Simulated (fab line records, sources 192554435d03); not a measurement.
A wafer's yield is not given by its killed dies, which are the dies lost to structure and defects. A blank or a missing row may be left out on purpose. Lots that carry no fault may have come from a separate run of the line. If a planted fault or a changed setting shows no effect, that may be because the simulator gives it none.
Split-lot trial -- flow n5-finfet -- 7 lots, 39 wafers read, on a route of 1938 steps

== THE SPLIT ITSELF ==
At N5_SD_EPI_N_LINER_46 (material SiNx, target thk 3 nm), the setting target-thk-a was moved away from the recipe's 30 angstrom on 15 of the 39 wafers read, by -5.5% to +12.5%. This setting was run at the recipe's value on the other wafers.

The reading comes from the split's own step.

== THE READING ==
SiNx_of_SD_EPI_N_LINER_46.thk-nm (the simulator's own value, which no gauge read), in nm, at N5_SD_EPI_N_LINER_46 (material SiNx, target thk 3 nm). There is no usual value for it anywhere in the file.

wafer,"tool, chamber at the split","target-thk-a as run, angstrom",against the recipe,"SiNx_of_SD_EPI_N_LINER_46.thk-nm, nm",against lot-mates on the recipe
L077.1,"ald-sin-02, 0,1,3",28.54,-4.9%,2.8,-0.2
L077.2,"ald-sin-02, 0,1,3",28.54,-4.9%,2.8,-0.2
L077.5,"ald-sin-02, 0,1,3",28.54,-4.9%,2.8,-0.2
L077.3,"ald-sin-02, 2,3,2",30,recipe,3,-
L077.4,"ald-sin-02, 2,3,2",30,recipe,3,-
L077.6,"ald-sin-02, 2,3,2",30,recipe,3,-
L081.1,"ald-sin-02, 2,3,0",30,recipe,3,-
L081.2,"ald-sin-02, 2,3,0",30,recipe,3,-
L081.4,"ald-sin-02, 2,3,0",30,recipe,3,-
L081.3,"ald-sin-02, 1,1,0",28.36,-5.5%,2.8,-0.2
L081.5,"ald-sin-02, 1,1,0",28.36,-5.5%,2.8,-0.2
L081.6,"ald-sin-02, 1,1,0",28.36,-5.5%,2.8,-0.2
L083.1,"ald-sin-02, 2,3,1",30,recipe,3,-
L083.3,"ald-sin-02, 2,3,1",30,recipe,3,-
L083.6,"ald-sin-02, 2,3,1",30,recipe,3,-
L083.2,"ald-sin-02, 0,1,0",33.04,+10.1%,3.4,+0.4
L083.4,"ald-sin-02, 0,1,0",33.04,+10.1%,3.4,+0.4
L083.5,"ald-sin-02, 0,1,0",33.04,+10.1%,3.4,+0.4
L085.1,"ald-sin-03, 0,0,2",32.35,+7.8%,3.2,+0.2
L085.5,"ald-sin-03, 0,0,2",32.35,+7.8%,3.2,+0.2
L085.6,"ald-sin-03, 0,0,2",32.35,+7.8%,3.2,+0.2
L085.2,"ald-sin-03, 3,2,3",30,recipe,3,-
L085.3,"ald-sin-03, 3,2,3",30,recipe,3,-
L085.4,"ald-sin-03, 3,2,3",30,recipe,3,-
L090.1,"ald-sin-02, 0,1,2,3,3,0",30,recipe,3,-
L090.2,"ald-sin-02, 0,1,2,3,3,0",30,recipe,3,-
L090.3,"ald-sin-02, 0,1,2,3,3,0",30,recipe,3,-
L090.4,"ald-sin-02, 0,1,2,3,3,0",30,recipe,3,-
L090.5,"ald-sin-02, 0,1,2,3,3,0",30,recipe,3,-
L090.6,"ald-sin-02, 0,1,2,3,3,0",30,recipe,3,-
L091.1,"ald-sin-02, 3,2,1",30,recipe,3,-
L091.2,"ald-sin-02, 3,2,1",30,recipe,3,-
L091.6,"ald-sin-02, 3,2,1",30,recipe,3,-
L076.1,"ald-sin-03, 0,3,2",30,recipe,3,-
L076.3,"ald-sin-03, 0,3,2",30,recipe,3,-
L076.4,"ald-sin-03, 0,3,2",30,recipe,3,-
L076.2,"ald-sin-03, 1,3,0",33.75,+12.5%,3.4,+0.4
L076.5,"ald-sin-03, 1,3,0",33.75,+12.5%,3.4,+0.4
L076.6,"ald-sin-03, 1,3,0",33.75,+12.5%,3.4,+0.4
If several chambers appear in one row, that row covers several wafers at once and the file leaves open which wafer was in which chamber.

THE FIT
A straight line over all 39 wafers: SiNx_of_SD_EPI_N_LINER_46.thk-nm changes by +0.0343 nm for each +1% of target-thk-a; r = +0.99; the points scatter about the line by 0.027 nm.
The same after taking each lot's own level away (the mean of its wafers on the recipe; 39 wafers): +0.0343 nm for each +1%; r = +0.99; scatter 0.027 nm.
That fit puts the effect of the largest move of target-thk-a on the reading at 0.43 nm.
The lots' own levels span 3.00 to 3.00 nm.
The two slopes are in agreement: the lot-to-lot level therefore moves the slope only a little.
Check: +0.426 nm against its lot-mates is what the line predicts for one of the wafers moved furthest among these (+12.5%) when that wafer is left out of the fit. It came out at +0.4 nm against them.

== THE OTHER SPLITS THESE WAFERS WENT THROUGH ==
Other splits were also applied to these wafers ahead of the reading. Each is held against what the fit with the lots' levels taken away leaves over:
other split on the same wafers,wafers away from the commonest value,r with SiNx_of_SD_EPI_N_LINER_46.thk-nm (lot level and that fit taken away)
N5_FIN_SAQP_HM_DEP_03 target-thk-a,12,-0.18
N5_DUMMY_GATE_EXPOSE_12 dose-mj,15,+0.31
N5_DUMMY_GATE_ETCH_37 source-w,18,-0.25
N5_DUMMY_GATE_ETCH_44 target-depth-a,12,+0.29

== FILE'S OWN FIT ==
SiNx_of_SD_EPI_N_LINER_46.thk-nm changes by +0.0339 nm for each +1% of target-thk-a, r = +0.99.
